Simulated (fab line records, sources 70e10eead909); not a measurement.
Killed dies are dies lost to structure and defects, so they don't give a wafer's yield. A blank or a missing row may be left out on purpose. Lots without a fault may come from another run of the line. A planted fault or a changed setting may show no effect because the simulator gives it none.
Chamber matching | flow nand_harc | NHARC_A_STAIRCASE_TRIM_187 on rie_diel-04: 4 sister chambers
The step chemistry O2, time 211.2 s. 22 wafers are shown with their chamber, then 11 later ones without.

WAFERS WITH THEIR CHAMBER
wafer  | chamber | drypump_motor_current_A (A) | showerhead_plenum_p_Torr (Torr) | oes_product_au (a.u.)
L075.2 | 2       | 5.2                         | 3.55                            | 1.014
L075.5 | 1       | 5.5                         | 3.46                            | 1.013
L075.6 | 0       | 6.0                         | 3.57                            | 0.992
L077.1 | 1       | 5.5                         | 3.46                            | 1.004
L077.2 | 3       | 5.4                         | 3.35                            | 0.999
L077.3 | 0       | 6.0                         | 3.57                            | 0.991
L077.4 | 2       | 5.2                         | 3.54                            | 1.011
L077.5 | 1       | 5.5                         | 3.46                            | 1.004
L077.6 | 0       | 6.0                         | 3.57                            | 0.987
L076.1 | 2       | 5.1                         | 3.54                            | 1.006
L076.3 | 1       | 5.5                         | 3.46                            | 1.018
L076.4 | 3       | 5.3                         | 3.35                            | 1.024
L086.2 | 3       | 5.4                         | 3.33                            | 1.006
L086.3 | 2       | 5.2                         | 3.52                            | 1.025
L086.5 | 0       | 6.0                         | 3.55                            | 0.989
L088.1 | 0       | 6.0                         | 3.54                            | 1.001
L088.3 | 1       | 5.5                         | 3.44                            | 1.004
L088.4 | 1       | 5.5                         | 3.44                            | 1.008
L090.1 | 3       | 5.4                         | 3.32                            | 0.999
L090.3 | 1       | 5.5                         | 3.44                            | 1.000
L090.6 | 0       | 6.0                         | 3.54                            | 0.995
L090.2 | 2       | 5.1                         | 3.52                            | 1.020

SIGNATURES (means of the wafers above)
reading                  | chamber 0 | chamber 1 | chamber 2 | chamber 3 | scatter within a chamber
drypump_motor_current_A  | 6.000     | 5.500     | 5.160     | 5.375     | 0.0329
showerhead_plenum_p_Torr | 3.5567    | 3.4514    | 3.5340    | 3.3375    | 0.0134
oes_product_au           | 0.99250   | 1.00729   | 1.01520   | 1.00700   | 0.00745
Rule: a wafer's distance from a chamber is the root of the sum, over the readings, of the square of ((its reading less the chamber's mean) divided by the reading's scatter). The wafer belongs to the nearest chamber; if the next one is less than 2 further off, it can't be placed. The scatter: the root of (the sum of the squares of (reading less its chamber's mean) over the shown wafers, divided by (wafers less chambers)).

WAFERS WITHOUT THEIR CHAMBER
wafer  | drypump_motor_current_A (A) | showerhead_plenum_p_Torr (Torr) | oes_product_au (a.u.)
L090.4 | 6.0                         | 3.54                            | 0.999
L090.5 | 5.4                         | 3.32                            | 1.001
L093.1 | 5.4                         | 3.32                            | 1.027
L093.3 | 5.5                         | 3.43                            | 0.999
L093.6 | 5.2                         | 3.51                            | 1.020
L095.2 | 5.2                         | 3.51                            | 1.012
L095.3 | 5.5                         | 3.43                            | 0.997
L095.4 | 5.4                         | 3.32                            | 1.011
L097.3 | 5.2                         | 3.50                            | 1.017
L097.4 | 5.5                         | 3.43                            | 0.984
L097.5 | 5.1                         | 3.50                            | 1.019

WHICH CHAMBER EACH WENT THROUGH
wafer  | from the rows above | in truth
L090.4 | 0                   | 0
L090.5 | 3                   | 3
L093.1 | 3                   | 3
L093.3 | 1                   | 1
L093.6 | 2                   | 2
L095.2 | 2                   | 2
L095.3 | 1                   | 1
L095.4 | 3                   | 3
L097.3 | 2                   | 2
L097.4 | 1                   | 1
L097.5 | 2                   | 2
Placed correctly: 11 of 11. Can't be placed from these rows: 0. Placed wrongly: 0.
